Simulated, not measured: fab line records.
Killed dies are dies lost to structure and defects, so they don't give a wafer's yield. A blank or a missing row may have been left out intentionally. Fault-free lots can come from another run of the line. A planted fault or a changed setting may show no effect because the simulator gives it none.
fab line records    flow n5Finfet
record: lots: 4  wafers: 12  lastDay: 18
route steps=1938 shown MIM_BOT_LITHO@1861 MIM_BOT_ETCH@1866 PASS1_CAP@1873 TV_LITHO@1875 PASSIVATION@1936
lots with no fault: from the same line, run without faults
startH: hours from the record's first day to the start of the lot's first wafer shown    waitH: hours since the lot's step before    " identical to the entry in the row above    L1.1+2: a single row standing in for several wafers    - no value, or no start given    * or withheld: withheld    < > ~ a bound
route shown NAME@n: NAME is a module with steps in the file, n the number in the route of the first one    usual: average and standard deviation across the fault-free wafers    same: alike in all rows    chamber/n: place in a boat    sites: readings site by site    _std_site: standard deviation of those values    _edge_site: the outer-site mean with the inner-site mean subtracted    radiusMm: for every site, how far away it sits from the centre of the wafer    mask NAME#n: copy n    behind: tool/chamber where the wafer was last shaped    hold: cause of the lot's hold/its duration in hours/its outcome    device: which transistor (n, p or np) failed to switch    end of line: the tests these same wafers got at the end of their route    a step without rows: its recipe alone    killed: not the wafer's yield, but the dies lost to structure and defects at the first sort    map: a wafer's dies, marking killed ones x, the rest . and places with no die _
set.NAME: the setting that was run; set.NAME@STEP: the one run at that earlier step    model.NAME: the simulator's own value behind a step, which no gauge read
certain route steps with their lots: each step a table, each wafer a row
services: when a tool's chamber went out of use (startH, in hours from the record's first day, below 0 if earlier), for how many hours, and the reason
== steps ==
step: N5_MIM_BOT_LITHO_HARDBAKE_09
recipe: tempC: 130  timeS: 120
step: N5_MIM_BOT_LITHO_DESCUM_10
recipe: chemistry: O2  timeS: 7.9  sourcePowerW: 50  biasPowerW: 20  pressureMtorr: 20  rfFrequencyHz: 2.712e+07  tempC: 40  o2FlowSccm: 225
step: N5_MIM_BOT_ETCH_ETCH_04
recipe: chemistry: CF4/O2  target: SiNx  targetDepthA: 260  timeS: 13  ionEnergyEv: 100  pressureMtorr: 40  sourceW: 535  biasW: 49  Ar_flow_sccm: 100  cf4FlowSccm: 100  O2_flow_sccm: 10
step: N5_MIM_BOT_ETCH_ETCH_03
recipe: chemistry: Cl2/BCl3  targetDepthA: 120  pressureMtorr: 8  icpW: 800  biasW: 100  Cl2_flow_sccm: 20  bcl3FlowSccm: 80
step: N5_MIM_BOT_ETCH_ETCH_00
recipe: chemistry: Cl2/BCl3  target: TiN  targetDepthA: 455  ionEnergyEv: 150  pressureMtorr: 10  icpW: 1000  biasW: 126  Cl2_flow_sccm: 53.25  bcl3FlowSccm: 21.75  Ar_flow_sccm: 25
step: N5_MIM_BOT_ETCH_STRIP_01
recipe: chemistry: O2  powerW: 600  tempC: 60  pressureMtorr: 30  rfFrequencyHz: 6e+07  biasPowerW: 0  overashFraction: 0.5  o2FlowSccm: 225
step: N5_MIM_BOT_ETCH_STRIP_02
recipe: chemistry: postEtchResidueRemover  timeS: 1200  tempC: 72.5
step: N5_MIM_BOT_ETCH_CLEAN_05
recipe: chemistry: IPA  timeS: 180  tempC: 25
step: N5_MIM_BOT_ETCH_SRD_06
recipe: dry: ipaMarangoni  timeS: 30  tempC: 23  rinseLiquid: diw
step: N5_PASSIVATION_PECVD_55
recipe: material: SiO2  targetThkA: 4000  tempC: 400  precursor: SiH4/N2O  pressureTorr: 2.7  rfW: 608  timeS: 22.5
usual: chamberPressureTorr: 2.700/0.0057  heaterPowerW: 731/110  showerheadPlenumPTorr: 8.17/0.087  throttleValvePct: 53.2/2.9
lot.wafer  tool      chamber  startH  waitH  chamberPressureTorr  heaterPowerW  showerheadPlenumPTorr  throttleValvePct
L388.2     pecvd-03  0        298.18  0.0    2.700                636           8.15                   53.3
L388.5     "         1        "       "      2.692                775           8.17                   56.9
L388.6     "         2        "       "      2.696                680           8.10                   51.2
L390.1     pecvd-03  1        317.98  0.0    2.695                854           8.18                   56.9
L390.4     "         0        "       "      2.697                630           8.17                   53.3
L390.5     "         2        "       "      2.711                657           8.13                   51.2
L398.1     pecvd-04  0        349.90  0.0    2.706                871           8.19                   54.3
L398.3     "         1        "       "      2.693                918           8.25                   57.6
L398.6     "         0        "       "      2.700                689           8.20                   54.1
L406.3     pecvd-03  2        427.92  0.0    2.702                661           8.12                   51.9
L406.4     "         2        "       "      2.696                662           8.12                   51.6
L406.6     "         0        "       "      2.704                545           8.16                   53.0
step: N5_PASSIVATION_PECVD_01
recipe: material: SiNx  targetThkA: 2000  tempC: 400  precursor: SiH4/NH3/N2  pressureTorr: 4.9  rfW: 1406  timeS: 43.2
step: N5_PASSIVATION_HMDS_03
recipe: timeS: 60  tempC: 120
step: N5_PASSIVATION_COAT_04
recipe: spinRpm: *  resistThkNm: *
step: N5_PASSIVATION_EBR_06
recipe: solvent: PGMEA  ebrWidthMm: 1.5
step: N5_PASSIVATION_SOFTBAKE_05
recipe: tempC: 100  timeS: 90
step: N5_PASSIVATION_EXPOSE_07
recipe: maskId: TV  na: 0.55  sourceShape: conventional  sigmaOuter: 0.8  polarization: unpolarized  defocusNm: 0  targetCdNm: 3000  doseMj: 22.75
step: N5_PASSIVATION_PEB_08
recipe: pebTempC: withheld  pebTimeS: *
step: N5_PASSIVATION_DEVELOP_09
recipe: developTimeS: 60  rinseLiquid: diw  dry: airSpin  devTempC: 21
step: N5_PASSIVATION_HARDBAKE_11
recipe: tempC: 130  timeS: 120
step: N5_PASSIVATION_INSPECT_61
recipe: mode: adi  inspectInstrument: macro
usual: rawDefectCount: 2.1/1.3
lot.wafer  tool              chamber  startH  waitH  rawDefectCount
L388.2     defectInspect-01  -        299.78  0.0    >300
L388.5     "                 -        "       "      0
L388.6     "                 -        "       "      3
L390.1     defectInspect-01  -        318.76  0.0    2
L390.4     "                 -        "       "      >300
L390.5     "                 -        "       "      3
L398.1     defectInspect-01  -        350.70  0.0    1
L398.3     "                 -        "       "      5
L398.6     "                 -        "       "      4
L406.3     defectInspect-01  -        430.66  0.0    2
L406.4     "                 -        "       "      3
L406.6     "                 -        "       "      0
step: N5_PASSIVATION_DESCUM_12
recipe: chemistry: O2  timeS: 7.9  sourcePowerW: 50  biasPowerW: 20  pressureMtorr: 20  rfFrequencyHz: 2.712e+07  tempC: 40  o2FlowSccm: 225
step: N5_PASSIVATION_PROBE_49
usual: defectLimitedYield: 91.2/1.4  killed_at_M0_to_M3: 35/11  killed_at_M4_up: 14/5.6  killedAtContacts: 12/5.6  killedAtFrontEnd: 38/11  killedAtOther: 4/3.4  killedDies: 103/17  killedOnRim: 13/3.5  killedOpen: 68/12  killedShort: 33/8.8  sort_bin_5_function: 5.1/0.89  sort_bin_6_memory: 3.3/0.71  sortNPass: 1077/17  sortYieldPct: 91.2/1.4
same: grossDies: 1180  killedAtBackSide: 0  sort_bin_4_leakage[%]: 0  sort_bin_8_speed[%]: 0
lot.wafer  tool       chamber  startH  waitH  defectLimitedYield[%]  killed_at_M0_to_M3  killed_at_M4_up  killedAtContacts  killedAtFrontEnd  killedAtOther  killedDies  killedOnRim  killedOpen  killedShort  sort_bin_5_function[%]  sort_bin_6_memory[%]  sortNPass  sortYieldPct[%]
L388.2     prober-02  -        306.65  0.1    81.3                   33                  13               8                 39                128            221         19           71          21           12.7                    4.2                   959        81.3
L390.1     prober-02  -        325.54  0.0    92.2                   25                  19               4                 39                5              92          15           56          30           4.2                     3.3                   1088       92.2
L390.4     prober-02  -        325.69  0.2    77.8                   79                  15               11                37                120            262         23           95          51           13.8                    6.1                   918        77.8
L390.5     prober-02  -        325.74  0.2    92.6                   23                  15               7                 38                4              87          16           54          31           4.4                     2.7                   1093       92.6
killed by level:class
L388.2 PASS1_CAP:unspecified=124 FIN_SAQP:geometricParticle:open=15 BEOL_M3:geometricParticle:open=11 STI_FIN_REVEAL:geometricParticle:open=9 BEOL_M2:geometricParticle:open=9 MOL_CONTACT_COAG:geometricParticle:open=6 STI_FIN_REVEAL:geometricParticle:short=4 BEOL_M1:geometricParticle:open=4
L390.1 BEOL_M3:geometricParticle:open=10 FIN_SAQP:geometricParticle:short=9 GATE_CUT:geometricParticle:open=6 BEOL_M2:geometricParticle:open=6 BEOL_M4:geometricParticle:open=6 BEOL_M5:geometricParticle:open=4 DUMMY_GATE:geometricParticle:open=3 SPACER0:geometricParticle:short=3
L390.4 PASS1_CAP:unspecified=115 BEOL_M2:geometricParticle:open=26 BEOL_M0_SAQP:geometricParticle:open=15 FIN_SAQP:geometricParticle:short=12 BEOL_M0_SAQP:geometricParticle:short=12 MOL_CONTACT_COAG:geometricParticle:open=9 BEOL_M1:geometricParticle:open=8 BEOL_M2:geometricParticle:short=6
L390.5 GATE_CUT:geometricParticle:short=8 BEOL_M0_SAQP:geometricParticle:short=8 GATE_CUT:geometricParticle:open=7 MOL_CONTACT_COAG:geometricParticle:open=6 FIN_SAQP:geometricParticle:open=5 BEOL_M2:geometricParticle:open=5 BEOL_M0_SAQP:geometricParticle:open=4 BEOL_M4:geometricParticle:open=4
map L388.2 (x killed, . not)
_________________...x.x.x.xx.________________
______________.......xx.xx.xx.xx_____________
___________........xx..xxxxxxxxx...__________
__________x........xxxxxxxxxxxxx.x.x_________
________.....x..xx.x.xxxxxxxxxxxx....x_______
_______x........xx.xxxxxxxxxxxxxx.x....______
______..x..........x.xxxxxxxxxxx........_____
_____.............xxxxxxxxxxxxxxx....x...____
____................xxxxxxxxxxx..x.x......___
___...x.......x....xxxxxxxxxx.xx....x......__
___...x...........x..xxxxx.x...x....x......__
__......x.........x.x.x.xx....x.x..........._
__...........x..x.......x.....x............._
_....xxx....x...........x......x.............
_...x........x..........................x....
_.x..........................................
_..x....x.x....x..x................x.........
_.x......x.........xx.x.x.............x......
_.x.....................x........x..x........
_x...x......................x.....x...x......
_........x..x................................
__................x........................x_
__....x..x...............x...x.....x.x....x._
___.........x....x.........................__
___................................x...x...__
____....x.............................x..x___
_____.....x....................x...x..x..____
______.......x.......x...........x......_____
_______x.......................xx......______
________....................x..x......_______
__________....x..............x......_________
___________.....x..................__________
______________..........x......._____________
_________________.......x....________________
map L390.4 (x killed, . not)
_________________x....x.xx...________________
______________......x.xxxxxxxxx._____________
___________..xx......xxxxxxx.xx..x.__________
__________....x...xxxxxxxxxxxxxx...._________
________.....x.....xxxxxxxxxxxxxx....._______
_______x.......x.xx.xxxxxxxxxxxx.x...x.______
______............x..xxxxxxxxxxxx......._____
_____...............xxxxxxxxxxxx.x.x.....____
____.....xx.........xxxxxxxxxxx.xx........___
___........x...x.x.xxxxxxxxx.x.x....x..x...__
___..x.x....x....x.xx...xxxxxxxx...........__
__......x....x.....x....xxxx....x..x......x._
__....................x..xxx.......xx......._
_.x.x...x...x.x....................x.....x...
_..........x......x...........x.x..x.........
_.xxx....x...........x.......................
_................x............x..x...........
_.........x...........x.......x..............
_.......xx.......x.....x...........x..x..xxx.
_.............x....xxx.................x.x...
_...x.......x..x.......x.........x.......x...
__..x.....................x....x...........x_
__..x......x................x.....x.....x..x_
___.x..x.x....................x..x........x__
___..............................x....x..x.__
____....x........x.....x.....x...x........___
_____x....xx..............x...x.x..x.....____
______............xx.....x.........x.x.._____
_______.........x.........xx....x..x..x______
________.x..x...x.x........x.....x...._______
__________..x.....x.............x..._________
___________.........x......x.......__________
______________.....x............_____________
_________________..x.....x...________________
== services ==
tool      chamber  startH  hours  kind
pecvd-04  1        280.59  5.5    scheduledDown
pecvd-03  2        280.60  5.5    scheduledDown
pecvd-04  2        342.93  5.5    scheduledDown
pecvd-03  -        361.79  0.8    repair
pecvd-03  2        374.68  2.1    scheduledDown
pecvd-03  1        383.91  2.1    scheduledDown
pecvd-03  1        386.04  -      clean
pecvd-03  1        386.04  -      consumableReplace:showerhead
pecvd-03  1        386.04  29.0   scheduledDown
pecvd-03  1        386.04  29.0   ventCycle
pecvd-03  0        387.07  2.1    scheduledDown
== key ==
firstSign: step: N5_PASSIVATION_INSPECT_61  reading: rawDefectCount  direction: up  sigmas: 99+  usual: 2.1  struck: >300
effect: step: N5_PASSIVATION_PROBE_49  reading: killedAtOther  direction: up  sigmas: 36  usual: 4  struck: 124
moreKillsBornAt: N5_PASSIVATION_PECVD_55@pecvd-03: 239
metAt N5_PASSIVATION_PECVD_55
struckWafers L388.2,L390.4
fault: kind: chamberParticleSource  tool: pecvd-03  chamber: 0  onsetH: 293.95  steps: N5_PASSIVATION_PECVD_55  ratePerVisitCm2: 0.76501  endH: 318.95
